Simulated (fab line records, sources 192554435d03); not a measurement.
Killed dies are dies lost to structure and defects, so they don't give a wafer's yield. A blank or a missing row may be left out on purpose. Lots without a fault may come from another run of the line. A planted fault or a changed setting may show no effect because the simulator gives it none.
fab line records | flow n5_finfet
record lots=24 wafers=72 last_day=18
route steps=1938 shown BEOL_M10@1527 BEOL_M11@1540
lots that met no fault: from a run of the same line without faults
start_h: hours from the record's first day to the start of the lot's first wafer shown | wait_h: hours since the lot's step before | " the same as in the row above | L1.1+2: a row that stands for several wafers | - no value, or no start given | * or withheld: withheld | < > ~ a bound
route shown NAME@n: a module of which the file shows steps, and the number in the route of the first | usual: mean/standard deviation of fault-free wafers | same: alike in all rows | chamber/n: place in a boat | sites: the reading at each site | _std_site: their standard deviation | _edge_site: outer sites' mean less inner sites' | radius_mm: how far each site lies from the wafer's centre | mask NAME#n: copy n | behind: the tool/chamber that last shaped the wafer | hold: why the lot was held/for how many hours/how that ended | device: the transistor (n, p or np) that didn't switch | end of line: the same wafers' tests at the end of the route | a step without rows: its recipe alone | killed: dies lost to structure and defects at the first sort, not the wafer's yield | map: a wafer's dies, x killed, . not, _ none there
set.NAME: the setting as run; set.NAME@STEP: as run at that earlier step | model.NAME: the simulator's own value behind a step, which no gauge read
steps of the route over a sample of lots; a table a step, a row a wafer
services: from which hour (start_h, from the record's first day; less than 0 if before it) a tool's chamber was out of use, for how many hours, and why
## steps
# step N5_BEOL_M10_SPUTTER_48
# recipe material=Cu target_thk_a=120 temp_c=-20 bias_v=60 power_w=26000 chamber_pressure_pa=0.13 time_s=2
# usual chamber_pressure_pa=0.12996/0.00027 throttle_valve_pct=29.7/0.83
# columns lot.wafer tool chamber start_h wait_h chamber_pressure_pa throttle_valve_pct
L074.2 pvd_sputter-01 - 236.53 0.1 0.1301 30.3
L074.5 " - " " 0.13 29.6
L074.6 " - " " 0.12992 29.5
L076.3 pvd_sputter-03 - 249.93 0.1 0.13024 31.2
L076.5 " - " " 0.13006 31.1
L076.6 " - " " 0.12976 29.9
L075.1 pvd_sputter-02 - 250.67 0.1 0.13001 29.0
L075.2 " - " " 0.12948 29.7
L075.6 " - " " 0.12966 28.8
L077.1 pvd_sputter-02 - 250.75 0.1 0.12997 30.9
L077.3 " - " " 0.12964 29.7
L077.6 " - " " 0.12979 30.7
L080.3 pvd_sputter-01 - 254.61 0.4 0.13004 29.3
L080.4 " - " " 0.12995 29.5
L080.5 " - " " 0.12966 29.4
L078.1 pvd_sputter-01 - 254.97 0.1 0.12958 27.9
L078.2 " - " " 0.12988 29.4
L078.6 " - " " 0.13026 29.2
L079.1 pvd_sputter-01 - 255.63 0.1 0.13014 28.2
L079.4 " - " " 0.13025 29.6
L079.5 " - " " 0.1298 30.4
L081.1 pvd_sputter-03 - 279.06 0.2 0.13012 31.0
L081.2 " - " " 0.12991 30.5
L081.5 " - " " 0.12952 30.8
L084.1 pvd_sputter-02 - 285.94 0.1 0.12965 28.9
L084.3 " - " " 0.13054 30.6
L084.5 " - " " 0.12987 28.9
L082.2 pvd_sputter-02 - 286.45 0.1 0.12979 29.6
L082.5 " - " " 0.1301 28.8
L082.6 " - " " 0.12968 29.0
L083.2 pvd_sputter-03 - 286.58 0.1 0.12984 30.5
L083.4 " - " " 0.12999 31.0
L083.6 " - " " 0.12983 30.6
L086.3 pvd_sputter-01 - 314.87 0.1 0.13005 29.5
L086.5 " - " " 0.12993 28.3
L086.6 " - " " 0.13027 30.3
L087.2 pvd_sputter-02 - 317.72 0.1 0.13022 29.8
L087.4 " - " " 0.12981 29.7
L087.5 " - " " 0.12954 29.7
L088.2 pvd_sputter-02 - 320.40 0.1 0.13048 28.8
L088.3 " - " " 0.13025 30.0
L088.6 " - " " 0.12973 30.5
L085.3 pvd_sputter-02 - 321.12 0.1 0.13019 29.5
L085.4 " - " " 0.13033 28.9
L085.5 " - " " 0.13012 28.6
L090.1 pvd_sputter-03 - 324.51 0.1 0.12942 30.2
L090.2 " - " " 0.13008 31.1
L090.3 " - " " 0.12988 30.8
L092.2 pvd_sputter-02 - 333.22 1.3 0.12969 29.6
L092.4 " - " " 0.12974 30.8
L092.5 " - " " 0.13012 29.8
L089.1 pvd_sputter-02 - 333.96 0.1 0.12968 28.5
L089.3 " - " " 0.12975 30.6
L089.4 " - " " 0.13005 29.8
L091.2 pvd_sputter-01 - 342.10 0.1 0.12987 29.5
L091.4 " - " " 0.12988 30.2
L091.6 " - " " 0.13 28.1
L095.4 pvd_sputter-02 - 356.61 0.0 0.12971 29.3
L095.5 " - " " 0.12975 29.5
L095.6 " - " " 0.13022 28.6
L094.3 pvd_sputter-02 - 356.69 0.1 0.1298 30.7
L094.4 " - " " 0.13028 29.4
L094.6 " - " " 0.13004 28.9
L093.2 pvd_sputter-01 - 359.07 0.1 0.12949 30.2
L093.3 " - " " 0.12991 29.3
L093.4 " - " " 0.13043 28.3
L096.2 pvd_sputter-02 - 373.45 0.1 0.13022 28.9
L096.3 " - " " 0.13032 30.8
L096.5 " - " " 0.12971 29.7
L097.1 pvd_sputter-02 - 392.75 0.5 0.13013 30.9
L097.4 " - " " 0.12994 29.6
L097.5 " - " " 0.13021 29.6
# step N5_BEOL_M11_HM_DEP_02
# recipe material=TiN target_thk_a=200 temp_c=25 chamber_pressure_pa=0.49996
# usual chamber_pressure_pa=0.5000/0.0011 throttle_valve_pct=30.0/0.81
# columns lot.wafer tool chamber start_h wait_h chamber_pressure_pa throttle_valve_pct
L074.2 pvd_sputter-02 - 241.53 3.0 0.4991 28.9
L074.5 " - " " 0.4988 29.7
L074.6 " - " " 0.5012 30.7
L076.3 pvd_sputter-02 - 253.09 1.5 0.5004 28.9
L076.5 " - " " 0.5004 30.7
L076.6 " - " " 0.5001 29.5
L075.1 pvd_sputter-02 - 253.29 0.7 0.4999 30.7
L075.2 " - " " 0.4999 29.5
L075.6 " - " " 0.4985 29.6
L077.1 pvd_sputter-02 - 253.39 0.4 0.5010 30.7
L077.3 " - " " 0.4998 29.6
L077.6 " - " " 0.5008 29.0
L080.3 pvd_sputter-03 - 256.49 0.2 0.5003 30.7
L080.4 " - " " 0.5018 30.8
L080.5 " - " " 0.5012 31.1
L078.1 pvd_sputter-01 - 258.61 1.9 0.5002 30.4
L078.2 " - " " 0.5013 29.7
L078.6 " - " " 0.5002 29.5
L079.1 pvd_sputter-01 - 258.93 1.6 0.4996 28.4
L079.4 " - " " 0.5010 29.4
L079.5 " - " " 0.4976 28.1
L081.1 pvd_sputter-02 - 283.84 0.5 0.5025 29.5
L081.2 " - " " 0.4984 28.8
L081.5 " - " " 0.5002 29.5
L084.1 pvd_sputter-03 - 289.17 0.0 0.5002 30.8
L084.3 " - " " 0.5002 30.6
L084.5 " - " " 0.5009 30.8
L082.2 pvd_sputter-02 - 290.19 0.3 0.4998 29.8
L082.5 " - " " 0.4986 29.8
L082.6 " - " " 0.5008 28.9
L083.2 pvd_sputter-02 - 291.07 0.9 0.4998 29.7
L083.4 " - " " 0.5017 30.6
L083.6 " - " " 0.5005 28.9
L086.3 pvd_sputter-02 - 320.30 1.4 0.5011 28.8
L086.5 " - " " 0.4992 29.9
L086.6 " - " " 0.5010 28.8
L087.2 pvd_sputter-03 - 324.67 1.8 0.4993 31.2
L087.4 " - " " 0.4994 30.0
L087.5 " - " " 0.4974 30.7
L088.2 pvd_sputter-03 - 325.11 0.4 0.4998 30.9
L088.3 " - " " 0.4995 30.3
L088.6 " - " " 0.5004 30.9
L085.3 pvd_sputter-01 - 327.90 2.3 0.4992 30.2
L085.4 " - " " 0.5003 28.0
L085.5 " - " " 0.4994 30.3
L090.1 pvd_sputter-03 - 328.44 0.0 0.4989 30.8
L090.2 " - " " 0.5004 31.0
L090.3 " - " " 0.5004 30.1
L092.2 pvd_sputter-02 - 337.20 1.1 0.5008 30.7
L092.4 " - " " 0.4975 29.7
L092.5 " - " " 0.5019 31.0
L089.1 pvd_sputter-01 - 338.28 0.8 0.4997 30.5
L089.3 " - " " 0.4989 29.7
L089.4 " - " " 0.4997 29.3
L091.2 pvd_sputter-02 - 348.13 4.3 0.5016 29.8
L091.4 " - " " 0.4988 30.8
L091.6 " - " " 0.5014 28.8
L095.4 pvd_sputter-01 - 360.73 0.5 0.5009 29.4
L095.5 " - " " 0.4999 29.4
L095.6 " - " " 0.4994 29.3
L094.3 pvd_sputter-03 - 360.93 0.4 0.5014 30.1
L094.4 " - " " 0.5011 31.0
L094.6 " - " " 0.4998 30.8
L093.2 pvd_sputter-01 - 361.81 0.2 0.4998 30.4
L093.3 " - " " 0.5007 29.5
L093.4 " - " " 0.5002 29.5
L096.2 pvd_sputter-03 - 376.34 0.8 0.4990 30.1
L096.3 " - " " 0.5004 31.1
L096.5 " - " " 0.5012 31.2
L097.1 pvd_sputter-03 - 394.64 0.2 0.5002 30.8
L097.4 " - " " 0.4996 29.8
L097.5 " - " " 0.4997 30.9
# step N5_BEOL_M11_DESCUM_16
# recipe chemistry=O2 time_s=7.9 source_power_w=50 bias_power_w=20 pressure_mtorr=20 rf_frequency_hz=2.712e+07 temp_c=40 resist=CAR-ArF o2_flow_sccm=225
# usual bias_power_w=19.99/0.059 drypump_motor_current_A=5.8/0.53 oes_product_au=0.79/0.099 rf_vpp_V=242.9/1.3 showerhead_plenum_p_Torr=2.08/0.065 throttle_valve_pct=20.3/0.31
# columns lot.wafer tool chamber start_h wait_h bias_power_w drypump_motor_current_A oes_product_au rf_hours_counter_h rf_vpp_V showerhead_plenum_p_Torr throttle_valve_pct
L074.2 rie_diel-03 2 241.99 0.0 19.95 5.6 0.71 221 242.1 2.09 20.9
L074.5 " 1 " " 19.93 6.3 0.69 - 244.5 2.14 20.2
L074.6 " 3 " " 19.91 5.8 0.77 - 243.3 2.10 20.2
L076.3 rie_diel-04 0 253.73 0.1 20.03 5.9 0.72 153 240.0 1.92 20.4
L076.5 " 1 " " 19.95 5.3 0.81 - 242.8 2.02 20.1
L076.6 " 2 " " 19.92 5.2 0.72 - 243.3 2.10 20.2
L075.1 rie_diel-02 2 253.88 0.0 19.97 4.7 0.91 24 245.1 2.14 20.3
L075.2 " 1 " " 19.87 6.6 0.67 224 244.4 2.16 20.7
L075.6 " 2 " " 19.94 4.7 0.90 - 244.8 2.14 20.3
L077.1 rie_diel-03 1 254.17 0.2 19.94 6.3 0.68 247 245.1 2.14 20.2
L077.3 " 2 " " 20.00 5.7 0.72 226 243.1 2.09 20.9
L077.6 " 3 " " 19.97 5.8 0.77 - 243.2 2.10 20.2
L080.3 rie_diel-02 3 257.11 0.2 20.11 6.6 0.84 70 242.1 2.03 20.0
L080.4 " 1 " " 20.03 6.6 0.67 225 244.2 2.16 20.7
L080.5 " 1 " " 20.07 6.6 0.68 - 244.3 2.16 20.7
L078.1 rie_diel-03 1 259.07 0.0 20.00 6.3 0.68 248 243.2 2.14 20.2
L078.2 " 2 " " 20.00 5.6 0.70 228 242.6 2.09 20.9
L078.6 " 0 " " 19.96 5.1 0.97 - 241.4 2.06 20.5
L079.1 rie_diel-04 3 259.44 0.0 20.03 6.2 0.72 227 243.2 2.04 20.2
L079.4 " 2 " " 20.01 5.2 0.73 172 242.8 2.10 20.2
L079.5 " 1 " " 20.03 5.3 0.81 - 241.9 2.02 20.1
L081.1 rie_diel-04 0 284.42 0.0 19.97 5.9 0.72 161 239.5 1.92 20.4
L081.2 " 2 " " 19.99 5.2 0.72 180 243.9 2.10 20.2
L081.5 " 0 " " 19.98 5.9 0.72 - 241.2 1.92 20.4
L084.1 rie_diel-04 0 289.64 0.0 19.94 5.9 0.72 163 240.0 1.92 20.4
L084.3 " 2 " " 20.03 5.2 0.72 181 243.8 2.10 20.2
L084.5 " 0 " " 19.90 5.9 0.72 - 240.3 1.92 20.4
L082.2 rie_diel-03 2 290.65 0.0 19.97 5.6 0.71 235 242.4 2.09 20.9
L082.5 " 2 " " 19.92 5.6 0.71 - 242.7 2.09 20.9
L082.6 " 1 " " 20.00 6.3 0.96 - 245.2 2.14 19.8
L083.2 rie_diel-04 1 291.65 0.2 20.05 5.3 0.80 117 241.0 2.02 20.1
L083.4 " 2 " " 20.16 5.2 0.71 182 242.0 2.10 20.2
L083.6 " 0 " " 20.14 5.9 0.71 - 239.1 1.92 20.4
L086.3 rie_diel-04 2 320.96 0.1 20.02 5.2 0.71 190 242.4 2.09 20.2
L086.5 " 1 " " 20.06 5.3 0.79 - 242.8 2.01 20.1
L086.6 " 2 " " 20.03 5.2 0.71 - 243.9 2.09 20.2
L087.2 rie_diel-02 3 325.25 0.0 20.03 6.6 0.81 93 242.2 2.02 20.0
L087.4 " 2 " " 20.02 4.6 0.85 46 244.7 2.13 20.4
L087.5 " 1 " " 19.82 6.6 0.66 - 243.7 2.15 20.7
L088.2 rie_diel-03 2 325.69 0.0 19.97 5.6 0.70 246 243.0 2.08 20.9
L088.3 " 3 " " 19.99 5.8 0.74 138 243.5 2.10 20.2
L088.6 " 3 " " 19.89 5.8 0.75 - 243.2 2.10 20.2
L085.3 rie_diel-04 0 328.49 0.0 20.03 5.9 0.71 173 239.8 1.91 20.4
L085.4 " 1 " " 20.09 5.3 0.79 128 241.2 2.01 20.1
L085.5 " 1 " " 19.98 5.3 0.79 - 243.2 2.01 20.1
L090.1 rie_diel-02 1 329.03 0.2 20.01 6.6 0.66 249 243.7 2.15 20.7
L090.2 " 2 " " 20.04 4.6 0.85 47 243.1 2.13 20.4
L090.3 " 0 " " 19.96 5.7 0.95 12 245.5 2.16 20.7
L092.2 rie_diel-03 1 337.88 0.1 19.92 6.3 0.91 19 243.2 2.13 19.9
L092.4 " 2 " " 20.02 5.6 0.70 - 243.4 2.08 20.9
L092.5 " 3 " " 20.01 5.8 0.74 - 243.7 2.09 20.2
L089.1 rie_diel-03 2 338.87 0.0 20.06 5.6 0.70 252 242.7 2.08 20.9
L089.3 " 3 " " 19.98 5.8 0.74 143 243.9 2.09 20.2
L089.4 " 1 " " 19.98 6.3 0.90 - 243.6 2.13 19.8
L091.2 rie_diel-03 3 348.72 0.0 19.92 5.8 0.73 147 243.2 2.09 20.2
L091.4 " 0 " " 20.03 5.1 0.92 - 243.0 2.06 20.5
L091.6 " 1 " " 20.08 6.3 0.88 - 243.7 2.13 19.8
L095.4 rie_diel-02 1 361.23 0.1 20.00 6.6 0.97 4 244.6 2.15 20.4
L095.5 " 0 " " 19.98 5.7 0.92 - 243.8 2.15 20.7
L095.6 " 1 " " 19.90 6.6 0.98 - 242.6 2.15 20.4
L094.3 rie_diel-02 1 361.52 0.0 20.00 6.6 0.96 4 244.2 2.15 20.4
L094.4 " 0 " " 20.01 5.7 0.92 23 242.9 2.15 20.7
L094.6 " 1 " " 19.98 6.6 0.95 - 244.6 2.15 20.4
L093.2 rie_diel-03 1 362.61 0.2 19.97 6.3 0.87 29 243.4 2.13 19.9
L093.3 " 0 " " 20.11 5.1 0.90 22 242.7 2.06 20.5
L093.4 " 3 " " 20.04 5.8 0.73 153 244.9 2.09 20.3
L096.2 rie_diel-03 3 376.92 0.0 19.97 5.8 0.73 157 244.2 2.09 20.2
L096.3 " 1 " " 20.02 6.3 0.87 34 244.0 2.13 19.9
L096.5 " 3 " " 20.03 5.8 0.73 - 242.6 2.09 20.3
L097.1 rie_diel-04 1 395.22 0.0 20.00 5.3 0.76 151 242.7 2.01 20.1
L097.4 " 2 " " 19.98 5.2 0.70 216 242.9 2.08 20.3
L097.5 " 2 " " 19.90 5.2 0.69 - 241.0 2.08 20.2
# step N5_BEOL_M11_CD_MEAS_18
# recipe pitch_nm=140 target_cd_nm=70
# usual cd_nm=69.9/0.72
# columns lot.wafer tool chamber start_h wait_h cd_nm
L074.2 cd_sem-03 - 242.54 0.1 70.6
L074.5 " - " " 70.9
L074.6 " - " " 70.7
L076.3 cd_sem-01 - 254.20 0.1 69.8
L076.5 " - " " 69.6
L076.6 " - " " 69.9
L075.1 cd_sem-01 - 254.37 0.0 69.8
L075.2 " - " " 68.9
L075.6 " - " " 68.6
L077.1 cd_sem-01 - 254.62 0.0 70.4
L077.3 " - " " 70.3
L077.6 " - " " 70.4
L080.3 cd_sem-03 - 257.57 0.1 69.3
L080.4 " - " " 71.2
L080.5 " - " " 70.1
L078.1 cd_sem-03 - 259.53 0.0 70.3
L078.2 " - " " 71.3
L078.6 " - " " 71.0
L079.1 cd_sem-03 - 259.89 0.0 70.6
L079.4 " - " " 70.5
L079.5 " - " " 70.3
L081.1 cd_sem-01 - 284.87 0.0 69.2
L081.2 " - " " 69.9
L081.5 " - " " 70.1
L084.1 cd_sem-03 - 290.09 0.0 69.6
L084.3 " - " " 69.9
L084.5 " - " " 69.0
L082.2 cd_sem-01 - 291.12 0.1 69.6
L082.5 " - " " 69.6
L082.6 " - " " 68.9
L083.2 cd_sem-01 - 292.26 0.1 70.4
L083.4 " - " " 71.2
L083.6 " - " " 69.8
L086.3 cd_sem-03 - 321.49 0.1 68.8
L086.5 " - " " 68.3
L086.6 " - " " 69.7
L087.2 cd_sem-01 - 325.71 0.1 70.1
L087.4 " - " " 70.2
L087.5 " - " " 69.6
L088.2 cd_sem-01 - 326.15 0.1 69.4
L088.3 " - " " 68.9
L088.6 " - " " 69.7
L085.3 cd_sem-02 - 329.05 0.1 69.9
L085.4 " - " " 70.4
L085.5 " - " " 70.3
L090.1 cd_sem-02 - 329.49 0.0 70.0
L090.2 " - " " 71.4
L090.3 " - " " 71.0
L092.2 cd_sem-03 - 338.34 0.1 69.6
L092.4 " - " " 69.7
L092.5 " - " " 70.3
L089.1 cd_sem-01 - 339.32 0.0 70.5
L089.3 " - " " 70.7
L089.4 " - " " 68.9
L091.2 cd_sem-02 - 349.17 0.1 69.7
L091.4 " - " " 68.7
L091.6 " - " " 68.8
L095.4 cd_sem-02 - 361.69 0.1 68.9
L095.5 " - " " 69.5
L095.6 " - " " 68.9
L094.3 cd_sem-01 - 361.98 0.1 69.0
L094.4 " - " " 70.2
L094.6 " - " " 68.5
L093.2 cd_sem-03 - 363.20 0.1 70.2
L093.3 " - " " 69.9
L093.4 " - " " 69.8
L096.2 cd_sem-01 - 377.38 0.1 70.0
L096.3 " - " " 70.0
L096.5 " - " " 69.3
L097.1 cd_sem-03 - 395.67 0.0 70.0
L097.4 " - " " 71.4
L097.5 " - " " 71.1
# step N5_BEOL_M11_ETCH_65
# recipe chemistry=CF4 target=SiARC target_depth_a=390 mask_material=CAR-ArF time_s=65 ion_energy_ev=80 pressure_mtorr=40 source_w=545 bias_w=36 Ar_flow_sccm=100 cf4_flow_sccm=100 ends=cleared
# usual drypump_motor_current_A=5.7/0.48 etch_rf_on_time_s=65.3/1.1 oes_product_au=0.67/0.086 rf_vpp_V=183.7/1.1 showerhead_plenum_p_Torr=2.11/0.064 throttle_valve_pct=15.48/0.26
# columns lot.wafer tool chamber start_h wait_h drypump_motor_current_A etch_rf_on_time_s oes_product_au rf_hours_counter_h rf_vpp_V showerhead_plenum_p_Torr throttle_valve_pct
L074.2 rie_diel-03 2 243.07 0.0 5.6 65.0 0.62 222 183.9 2.12 15.89
L074.5 " 3 " " 5.8 64.5 0.65 - 184.4 2.15 15.40
L074.6 " 2 " " 5.6 65.7 0.61 - 183.5 2.12 15.90
L076.3 rie_diel-04 0 254.72 0.0 5.9 65.7 0.62 153 182.3 1.97 15.62
L076.5 " 0 " " 5.9 66.5 0.62 - 182.7 1.97 15.63
L076.6 " 1 " " 5.3 66.0 0.69 - 181.3 2.06 15.25
L075.1 rie_diel-04 2 255.18 0.0 5.2 67.1 0.62 171 184.3 2.13 15.29
L075.2 " 1 " " 5.3 64.9 0.69 106 184.2 2.06 15.23
L075.6 " 1 " " 5.3 65.7 0.68 - 182.9 2.06 15.26
L077.1 rie_diel-02 3 255.19 0.0 6.6 64.0 0.71 69 184.1 2.09 15.23
L077.3 " 1 " " 6.6 66.8 0.58 225 185.0 2.19 15.87
L077.6 " 3 " " 6.6 64.2 0.72 - 183.9 2.09 15.23
L080.3 rie_diel-03 1 258.22 0.0 6.3 65.4 0.58 248 184.0 2.19 15.48
L080.4 " 2 " " 5.7 65.8 0.61 228 184.3 2.11 15.91
L080.5 " 0 " " 5.1 63.7 0.84 - 183.2 2.12 15.53
L078.1 rie_diel-03 1 261.41 0.0 6.3 66.1 0.58 249 185.6 2.19 15.49
L078.2 " 2 " " 5.6 65.9 0.61 229 184.6 2.11 15.90
L078.6 " 0 " " 5.1 64.1 0.84 - 182.8 2.12 15.54
L079.1 rie_diel-04 1 261.58 0.0 5.3 65.1 0.69 107 183.3 2.06 15.27
L079.4 " 0 " " 5.9 64.6 0.63 155 183.2 1.97 15.63
L079.5 " 2 " " 5.2 66.3 0.62 - 184.8 2.13 15.29
L081.1 rie_diel-03 2 286.18 0.0 5.6 65.5 0.61 233 182.7 2.11 15.91
L081.2 " 3 " " 5.8 65.1 0.64 125 184.9 2.15 15.41
L081.5 " 2 " " 5.6 65.5 0.61 - 182.6 2.11 15.91
L084.1 rie_diel-04 3 290.63 0.0 6.3 65.9 0.60 236 184.0 2.12 15.69
L084.3 " 1 " " 5.3 65.9 0.68 117 183.3 2.06 15.27
L084.5 " 3 " " 6.2 65.7 0.60 - 182.8 2.12 15.69
L082.2 rie_diel-03 3 291.76 0.0 5.8 64.2 0.64 128 183.0 2.15 15.41
L082.5 " 0 " " 5.1 64.4 0.82 - 184.0 2.12 15.54
L082.6 " 3 " " 5.8 64.8 0.64 - 184.1 2.15 15.42
L083.2 rie_diel-02 1 295.25 0.0 6.6 66.6 0.56 241 186.2 2.19 15.90
L083.4 " 3 " " 6.6 63.8 0.70 85 183.3 2.09 15.27
L083.6 " 0 " " 5.7 64.9 0.84 - 184.5 2.21 15.80
L086.3 rie_diel-03 1 322.44 0.0 6.3 64.1 0.79 12 183.5 2.19 15.01
L086.5 " 2 " " 5.6 65.9 0.60 - 185.1 2.11 15.94
L086.6 " 1 " " 6.3 64.8 0.78 - 184.9 2.19 15.01
L087.2 rie_diel-04 2 327.25 0.0 5.2 67.9 0.60 192 184.7 2.12 15.33
L087.4 " 0 " " 5.9 66.3 0.61 172 180.7 1.97 15.67
L087.5 " 3 " " 6.2 65.7 0.59 - 184.7 2.12 15.70
L088.2 rie_diel-03 3 327.46 0.0 5.8 64.3 0.63 139 183.9 2.14 15.44
L088.3 " 2 " " 5.6 65.2 0.60 247 184.4 2.11 15.94
L088.6 " 3 " " 5.8 64.3 0.63 - 184.5 2.14 15.45
L085.3 rie_diel-03 1 329.73 0.0 6.3 64.5 0.78 16 184.3 2.19 15.02
L085.4 " 3 " " 5.8 65.3 0.63 - 183.0 2.14 15.44
L085.5 " 2 " " 5.7 65.5 0.60 - 183.8 2.11 15.94
L090.1 rie_diel-02 2 330.27 0.0 4.7 63.6 0.74 48 183.2 2.19 15.56
L090.2 " 3 " " 6.6 63.8 0.69 94 183.8 2.08 15.28
L090.3 " 0 " " 5.8 65.4 0.80 12 184.0 2.20 15.81
L092.2 rie_diel-03 1 340.63 0.0 6.3 64.0 0.77 20 183.0 2.18 15.02
L092.4 " 0 " " 5.1 63.9 0.80 - 184.0 2.12 15.56
L092.5 " 3 " " 5.8 65.1 0.64 - 184.7 2.14 15.45
L089.1 rie_diel-04 0 340.86 0.0 5.9 64.9 0.61 177 180.8 1.97 15.66
L089.3 " 2 " " 5.2 67.0 0.60 196 184.0 2.12 15.32
L089.4 " 2 " " 5.2 67.1 0.60 - 183.8 2.12 15.33
L091.2 rie_diel-04 1 351.33 0.0 5.3 65.5 0.67 135 182.8 2.06 15.30
L091.4 " 2 " " 5.2 67.3 0.60 - 185.5 2.12 15.34
L091.6 " 0 " " 5.9 65.0 0.62 - 182.2 1.96 15.68
L094.3 rie_diel-04 0 362.70 0.0 5.9 65.1 0.61 184 181.0 1.96 15.68
L094.4 " 2 " " 5.2 67.0 0.60 204 184.4 2.12 15.36
L094.6 " 2 " " 5.2 67.7 0.59 - 183.0 2.12 15.36
L095.4 rie_diel-03 0 362.89 0.0 5.1 64.6 0.77 22 183.0 2.11 15.57
L095.5 " 2 " " 5.6 62.7 0.86 - 183.2 2.10 15.47
L095.6 " 3 " " 5.8 66.0 0.62 - 183.3 2.14 15.46
L093.2 rie_diel-03 1 365.91 0.0 6.3 64.7 0.75 31 183.7 2.18 15.04
L093.3 " 2 " " 5.6 62.6 0.85 3 183.8 2.10 15.44
L093.4 " 3 " " 5.8 66.0 0.61 154 185.7 2.14 15.47
L096.2 rie_diel-04 2 378.68 0.0 5.2 67.1 0.59 210 184.4 2.12 15.36
L096.3 " 0 " " 5.9 65.2 0.60 190 183.1 1.96 15.68
L096.5 " 1 " " 5.3 65.3 0.66 - 182.7 2.05 15.34
L097.1 rie_diel-04 1 397.35 0.0 5.3 66.0 0.65 151 182.7 2.05 15.33
L097.4 " 0 " " 5.9 64.9 0.59 195 181.2 1.96 15.71
L097.5 " 3 " " 6.2 66.4 0.78 - 182.9 2.11 15.26
# step N5_BEOL_M11_OCD_MEAS_38
# usual trench_depth_nm=147.8/2.8
# columns lot.wafer tool chamber start_h wait_h trench_depth_nm
L074.2 ocd-01 - 243.53 - 145.0
L074.5 " - " " 148.5
L074.6 " - " " 144.9
L076.3 ocd-02 - 255.18 - 144.8
L076.5 " - " " 144.5
L076.6 " - " " 148.3
L075.1 ocd-02 - 255.64 - 145.0
L075.2 " - " " 149.1
L075.6 " - " " 148.0
L077.1 ocd-01 - 255.66 - 151.2
L077.3 " - " " 144.7
L077.6 " - " " 151.6
L080.3 ocd-01 - 258.68 - 146.1
L080.4 " - " " 144.8
L080.5 " - " " 151.4
L078.1 ocd-01 - 261.87 - 146.5
L078.2 " - " " 146.0
L078.6 " - " " 152.6
L079.1 ocd-01 - 262.04 - 147.0
L079.4 " - " " 142.4
L079.5 " - " " 141.9
L081.1 ocd-02 - 286.64 - 148.6
L081.2 " - " " 147.0
L081.5 " - " " 146.6
L084.1 ocd-01 - 291.08 - 148.1
L084.3 " - " " 148.6
L084.5 " - " " 147.9
L082.2 ocd-01 - 292.22 - 147.2
L082.5 " - " " 149.2
L082.6 " - " " 148.3
L083.2 ocd-01 - 295.71 - 143.7
L083.4 " - " " 150.7
L083.6 " - " " 148.4
L086.3 ocd-01 - 322.90 - 151.0
L086.5 " - " " 145.8
L086.6 " - " " 150.9
L087.2 ocd-02 - 327.71 - 143.2
L087.4 " - " " 144.2
L087.5 " - " " 148.2
L088.2 ocd-01 - 327.92 - 149.8
L088.3 " - " " 148.0
L088.6 " - " " 150.3
L085.3 ocd-01 - 330.19 - 152.6
L085.4 " - " " 150.8
L085.5 " - " " 147.7
L090.1 ocd-01 - 330.73 - 151.5
L090.2 " - " " 152.4
L090.3 " - " " 148.4
L092.2 ocd-02 - 341.09 - 149.5
L092.4 " - " " 149.7
L092.5 " - " " 148.4
L089.1 ocd-02 - 341.32 - 145.4
L089.3 " - " " 144.3
L089.4 " - " " 144.2
L091.2 ocd-02 - 351.79 - 149.9
L091.4 " - " " 144.3
L091.6 " - " " 146.9
L094.3 ocd-01 - 363.16 - 146.1
L094.4 " - " " 143.6
L094.6 " - " " 144.5
L095.4 ocd-02 - 363.35 - 149.1
L095.5 " - " " 152.2
L095.6 " - " " 147.2
L093.2 ocd-01 - 366.37 - 150.2
L093.3 " - " " 154.5
L093.4 " - " " 148.0
L096.2 ocd-01 - 379.14 - 144.2
L096.3 " - " " 145.0
L096.5 " - " " 146.7
L097.1 ocd-01 - 397.81 - 147.7
L097.4 " - " " 144.7
L097.5 " - " " 146.6
## services
# columns tool chamber start_h hours kind
rie_diel-02 0 238.33 5.8 repair
rie_diel-03 0 241.10 - clean
rie_diel-03 0 241.10 - consumable_replace:focus_ring
rie_diel-03 0 241.10 13.3 scheduled_down
rie_diel-03 0 241.10 13.3 vent_cycle
rie_diel-03 1 264.73 - clean
rie_diel-03 1 264.73 - consumable_replace:focus_ring
rie_diel-03 1 264.73 16.1 scheduled_down
rie_diel-03 1 264.73 16.1 vent_cycle
rie_diel-03 - 271.55 14.6 pm
rie_diel-02 0 274.53 - clean
rie_diel-02 0 274.53 - consumable_replace:focus_ring
rie_diel-02 0 274.53 14.8 scheduled_down
rie_diel-03 0 318.78 21.1 repair
rie_diel-04 0 319.25 5.6 repair
rie_diel-04 3 338.66 - clean
rie_diel-04 3 338.66 - consumable_replace:focus_ring
rie_diel-04 3 338.66 15.6 scheduled_down
rie_diel-04 3 338.66 15.6 vent_cycle
rie_diel-03 2 339.96 - clean
rie_diel-03 2 339.96 - consumable_replace:focus_ring
rie_diel-03 2 339.96 16.9 scheduled_down
rie_diel-03 2 339.96 16.9 vent_cycle
pvd_sputter-02 - 357.48 4.6 repair
## key
fault none
